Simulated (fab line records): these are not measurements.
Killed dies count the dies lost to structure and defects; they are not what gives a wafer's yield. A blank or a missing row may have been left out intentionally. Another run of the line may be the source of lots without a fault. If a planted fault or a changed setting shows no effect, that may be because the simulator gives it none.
Chamber matching ; flow nandHarc ; pecvd-04 running NHARC_A_STAIRCASE_DEP_301: 3 sister chambers
The step deposits SiON, target thk 30 nm. 16 wafers are shown with their chamber, then 8 later ones without.

## EACH WAFER AND ITS CHAMBER
wafer;chamber;heaterPowerW (W);chamberPressureTorr (Torr)
L080.3;0;914;3.509
L080.5;2;652;3.516
L080.6;0;893;3.505
L081.1;1;602;3.504
L081.3;0;808;3.490
L081.6;2;693;3.501
L083.1;1;619;3.495
L083.2;0;786;3.508
L083.5;1;625;3.501
L086.2;2;576;3.499
L086.3;1;637;3.499
L086.6;1;642;3.496
L092.1;2;680;3.498
L092.5;2;670;3.505
L092.6;1;655;3.503
L093.2;2;584;3.493

SIGNATURES (means of the wafers above)
reading;chamber 0;chamber 1;chamber 2;scatter within a chamber
heaterPowerW;850.25;630.00;642.50;44.9
chamberPressureTorr;3.50300;3.49967;3.50200;0.00687
Rule: distance of a wafer from a chamber = root of the sum over the readings of ((wafer's reading minus chamber's mean) / reading's scatter) squared. The wafer belongs to the nearest chamber; if the next one is less than 2 further off, it can't be placed. The scatter: the root of (the sum of the squares of (reading less its chamber's mean) over the shown wafers, divided by (wafers less chambers)).

## WAFERS WHOSE CHAMBER IS MISSING
wafer;heaterPowerW (W);chamberPressureTorr (Torr)
L093.3;724;3.510
L093.5;604;3.515
L094.1;802;3.519
L094.3;558;3.495
L094.6;545;3.495
L096.1;592;3.504
L096.3;861;3.498
L096.4;634;3.501

## CHAMBER TAKEN BY EACH
wafer;from the rows above;in truth
L093.3;can't be placed: 2 or 1 or 0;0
L093.5;can't be placed: 2 or 1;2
L094.1;can't be placed: 0 or 2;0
L094.3;can't be placed: 1 or 2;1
L094.6;can't be placed: 1 or 2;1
L096.1;can't be placed: 1 or 2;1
L096.3;0;0
L096.4;can't be placed: 1 or 2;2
Correct placement for 1 of the 8. These rows do not allow placing 7 (true chamber among the candidates in 7). 0 placed wrongly.
